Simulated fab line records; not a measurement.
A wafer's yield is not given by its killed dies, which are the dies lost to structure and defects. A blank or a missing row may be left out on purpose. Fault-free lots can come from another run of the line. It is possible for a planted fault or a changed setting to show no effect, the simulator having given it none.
Chamber matching    flow nand harc    pecvd-01 running NHARC_P_CONTACT_DEP_30: 3 sister chambers
The step deposits SiNx, target thk 30 nm. 14 wafers are shown with their chamber, then 7 later ones without.

WAFERS WITH THEIR CHAMBER
wafer   chamber  heater power w (W)
L082.1  1        589
L082.2  2        789
L082.4  0        682
L087.1  1        601
L087.2  0        709
L087.6  1        603
L086.1  2        877
L086.4  0        755
L086.6  2        900
L088.1  1        527
L088.3  0        652
L088.5  0        670
L090.1  2        885
L090.2  0        669

SIGNATURES (averages over the wafers above)
reading         chamber 0  chamber 1  chamber 2  scatter within a chamber
heater power w  689.50     580.00     862.75     40.8
Rule: a wafer lies at a distance from a chamber equal to the root of the sum of squares, over the readings, of (its reading less the chamber's mean, divided by the reading's scatter). The wafer belongs to the nearest chamber; if the next one is less than 2 further off, it can't be placed. The scatter is the square root of a quotient: the sum, over the shown wafers, of each reading's squared deviation from its chamber's mean, divided by wafers minus chambers.

WAFERS WITH NO CHAMBER GIVEN
wafer   heater power w (W)
L090.4  839
L092.1  611
L092.5  857
L092.6  752
L097.1  831
L097.3  768
L097.6  584

WHICH CHAMBER EACH WENT THROUGH
wafer   from the rows above      in truth
L090.4  2                        2
L092.1  can't be placed: 1 or 0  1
L092.5  2                        2
L092.6  can't be placed: 0 or 2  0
L097.1  2                        2
L097.3  can't be placed: 0 or 2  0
L097.6  1                        1
Placed correctly: 4 of 7. From these rows, 3 cannot be placed; in 3 the true chamber is one of the candidates. 0 placed wrongly.
